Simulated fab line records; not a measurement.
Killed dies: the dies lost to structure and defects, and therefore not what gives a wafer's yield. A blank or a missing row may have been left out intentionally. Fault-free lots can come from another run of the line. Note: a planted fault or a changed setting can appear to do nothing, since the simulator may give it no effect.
What tool caused it? | flow nand-harc | 12 lots, 36 wafers sampled, at 1 step of a route of 1159

## WHAT THE GAUGES SHOWED, per wafer
NHARC_A_SLIT_CD_MEAS_09: target cd 300 nm.
lot  | measured     | on        | cd-nm (nm)
L074 | day 14 04:03 | cd-sem-02 | 299.4 300.1 299.6
L076 | day 14 16:59 | cd-sem-02 | 300.0 300.3 299.8
L079 | day 15 14:59 | cd-sem-03 | 300.3 299.2 299.8
L081 | day 16 09:14 | cd-sem-01 | 298.3 300.0 299.3
L084 | day 16 18:42 | cd-sem-01 | 300.4 300.4 300.2
L087 | day 17 10:52 | cd-sem-03 | 300.3 300.4 299.7
L086 | day 17 11:35 | cd-sem-02 | 300.6 299.9 300.7
L088 | day 17 21:46 | cd-sem-03 | 300.0 301.5 300.5
L091 | day 18 13:10 | cd-sem-01 | 300.1 300.4 300.0
L093 | day 19 14:25 | cd-sem-03 | 300.0 300.2 299.5
L094 | day 19 16:36 | cd-sem-03 | 299.6 300.2 300.0
L097 | day 20 11:38 | cd-sem-02 | 299.9 300.0 300.6

## WHICH TOOL RAN EACH LOT (tool, then ch and the chambers of the sampled wafers, then the start)
The record shows no process step preceding these readings.

## THE ANSWER, worked out from the rows above alone
Rule: what is usual is taken from the lots themselves. The widest of any qualifying gaps counts: lots, ordered by their means at a reading, are off when they make up no more than a third of the lots, leave a main group of 4 or more, and stand apart from it by 3 or more times the standard deviation of that group's means. The tables above print the reading to a certain number of digits; a main group whose means all agree to those digits is not used. A lot without any number at a reading at which 4 lots or more have one is off too. Any other lot the step has rows for is counted as sound.
Nothing can be told from this: no lot is off at any reading shown.

## WHAT WAS PUT IN BY THE SIMULATOR
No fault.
